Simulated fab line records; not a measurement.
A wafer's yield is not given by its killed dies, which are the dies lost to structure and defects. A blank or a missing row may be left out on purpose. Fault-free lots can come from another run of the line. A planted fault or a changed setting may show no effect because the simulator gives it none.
Which of the tools did it? || flow nand_harc || 14 lots, 42 wafers sampled, at 1 step of a route of 1302

WHAT THE GAUGES READ, wafer by wafer
NHARC_P_M1_INSPECT_11.
{"lot": "L857", "measured": "day 6 13:17", "on": "defect_inspect-01", "raw_defect_count": "8 4 6"}
{"lot": "L859", "measured": "day 7 14:52", "on": "defect_inspect-01", "raw_defect_count": "4 7 10"}
{"lot": "L860", "measured": "day 7 15:59", "on": "defect_inspect-02", "raw_defect_count": "2 4 1"}
{"lot": "L862", "measured": "day 8 20:09", "on": "defect_inspect-01", "raw_defect_count": "4 5 5"}
{"lot": "L863", "measured": "day 9 15:18", "on": "defect_inspect-02", "raw_defect_count": "6 5 4"}
{"lot": "L864", "measured": "day 10 00:05", "on": "defect_inspect-01", "raw_defect_count": "0 3 8"}
{"lot": "L865", "measured": "day 10 01:41", "on": "defect_inspect-01", "raw_defect_count": "4 8 2"}
{"lot": "L867", "measured": "day 11 04:28", "on": "defect_inspect-02", "raw_defect_count": "4 8 6"}
{"lot": "L868", "measured": "day 11 08:35", "on": "defect_inspect-02", "raw_defect_count": "4 0 2"}
{"lot": "L874", "measured": "day 13 13:25", "on": "defect_inspect-02", "raw_defect_count": "6 6 7"}
{"lot": "L876", "measured": "day 14 16:56", "on": "defect_inspect-02", "raw_defect_count": "6 4 4"}
{"lot": "L877", "measured": "day 14 20:23", "on": "defect_inspect-01", "raw_defect_count": "6 8 2"}
{"lot": "L878", "measured": "day 15 09:09", "on": "defect_inspect-02", "raw_defect_count": "7 2 4"}
{"lot": "L879", "measured": "day 15 19:06", "on": "defect_inspect-02", "raw_defect_count": "7 2 3"}

WHICH TOOL RAN EACH LOT (tool, then ch and the chambers of the sampled wafers, then the start)
The record shows no process step preceding these readings.

AS READ BY THE TOOLS THEMSELVES (means over the sampled wafers that have a number; for cases with no such wafer, the mark the record gives instead)
The record holds no such reading with a usual standard deviation.

THE ANSWER, worked out from the rows above alone
Rule: usual is defined by the lots themselves. Put in order of their means at a reading, lots are off if they are a third of the lots or fewer, leave a main group of 4 or more, and stand apart from it by a gap of 3 or more times the standard deviation of the main group's means; of several such gaps the widest counts. Not used: any main group whose means are identical at the precision the tables above print for the reading. A lot without any number at a reading at which 4 lots or more have one is off too. The other lots that the step has rows for count as sound. After the gauges, taken in route order, come the tools' own readings; for these a lot's mean is taken, as printed above. At the first step where some lot is off, the reading lying furthest off is the one used; lots without a number count as furthest.
No lot is off at any reading shown: from this, nothing can be told.

WHAT THE SIMULATOR PUT IN
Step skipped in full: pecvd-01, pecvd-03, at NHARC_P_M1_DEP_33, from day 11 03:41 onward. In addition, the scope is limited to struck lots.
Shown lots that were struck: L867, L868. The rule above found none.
